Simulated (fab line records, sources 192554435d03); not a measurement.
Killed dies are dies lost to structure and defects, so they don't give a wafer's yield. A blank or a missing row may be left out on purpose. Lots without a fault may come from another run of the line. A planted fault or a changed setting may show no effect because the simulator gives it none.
Chamber matching | flow n5_finfet | N5_BEOL_M6_VIA_ETCH_34 on rie_diel-02: 4 sister chambers
The step etches SiCOH lowk in C4F6/O2, target depth 126.3 nm, time 50.9 s. 4 wafers are shown with their chamber, then 7 later ones without.

WAFERS WITH THEIR CHAMBER
wafer  | chamber | drypump_motor_current_A (A)
L088.3 | 3       | 6.1
L088.6 | 1       | 6.3
L089.1 | 0       | 5.5
L089.3 | 2       | 5.7

WAFERS WITHOUT THEIR CHAMBER
wafer  | drypump_motor_current_A (A)
L089.4 | 6.1
L093.1 | 5.8
L093.3 | 6.1
L093.4 | 5.5
L097.2 | 5.5
L097.4 | 6.3
L097.5 | 5.8

WHICH CHAMBER EACH WENT THROUGH
wafer  | from the rows above | in truth
L089.4 | 3                   | 3
L093.1 | 2                   | 2
L093.3 | 3                   | 3
L093.4 | 0                   | 0
L097.2 | 0                   | 0
L097.4 | 1                   | 1
L097.5 | 2                   | 2
Placed correctly: 7 of 7. Can't be placed from these rows: 0. Placed wrongly: 0.
How it was worked out, from the rows above alone: a wafer's distance from a chamber is the root of the sum, over the readings, of the square of ((its reading less the chamber's mean) divided by the reading's scatter). The wafer belongs to the nearest chamber; if the next one is less than 2 further off, it can't be placed. A chamber's mean is the mean of its shown wafers. The scatter: with one shown wafer a chamber, the root of the mean of the squares of how far each hidden wafer lies from its nearest shown one.
